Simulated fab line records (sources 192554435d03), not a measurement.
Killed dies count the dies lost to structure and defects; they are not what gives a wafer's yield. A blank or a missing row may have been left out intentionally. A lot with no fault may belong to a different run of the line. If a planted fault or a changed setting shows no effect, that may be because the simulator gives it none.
The tool behind it: which one? -- flow n5 finfet -- 10 lots with 28 wafers sampled at 2 steps, on a route of 1938 steps

WHAT THE GAUGES READ, wafer by wafer
N5_BEOL_M3_INSPECT_30: inspects for defects (brightfield).
lot,measured,on,raw defect count
L807,day 8 04:36,defect inspect-02,321 384 389
L810,day 8 14:35,defect inspect-01,417 427 350
L814,day 8 15:46,defect inspect-02,326 277 391
L815,day 9 03:31,defect inspect-01,420 545 509
L816,day 9 09:02,defect inspect-02,256 443
L821,day 11 00:45,defect inspect-01,403 501 382
L822,day 11 04:40,defect inspect-02,386 403 314
L823,day 11 07:08,defect inspect-01,491 463 565
L829,day 12 10:36,defect inspect-02,350 418
L828,day 13 00:24,defect inspect-02,501 451 495

EACH LOT AND THE TOOL THAT RAN IT (in order: tool; ch and the chambers of the sampled wafers; start)
lot,N5_BEOL_M3_HM_DEP_02
L807,"pvd sputter-01, day 8 03:09"
L810,"pvd sputter-02, day 8 13:08"
L814,"pvd sputter-03, day 8 14:16"
L815,"pvd sputter-03, day 9 01:55"
L816,"pvd sputter-01, day 9 07:12"
L821,"pvd sputter-03, day 10 23:11"
L822,"pvd sputter-03, day 11 02:38"
L823,"pvd sputter-01, day 11 05:39"
L829,"pvd sputter-02, day 12 09:05"
L828,"pvd sputter-02, day 12 22:45"
- N5_BEOL_M3_HM_DEP_02: deposits TiN, target thk 20 nm.

THE ANSWER, worked out from the rows above alone
Rule: what is usual is taken from the lots themselves. The widest of any qualifying gaps counts: lots, ordered by their means at a reading, are off when they make up no more than a third of the lots, leave a main group of 4 or more, and stand apart from it by 3 or more times the standard deviation of that group's means. Not used: any main group whose means are identical at the precision the tables above print for the reading. Also off: a lot with no number at a reading for which 4 or more lots have one. All remaining lots with rows at the step are treated as sound.
Across all readings shown, no lot is off: no conclusion can be drawn from this.

WHAT THE SIMULATOR HAD INSERTED
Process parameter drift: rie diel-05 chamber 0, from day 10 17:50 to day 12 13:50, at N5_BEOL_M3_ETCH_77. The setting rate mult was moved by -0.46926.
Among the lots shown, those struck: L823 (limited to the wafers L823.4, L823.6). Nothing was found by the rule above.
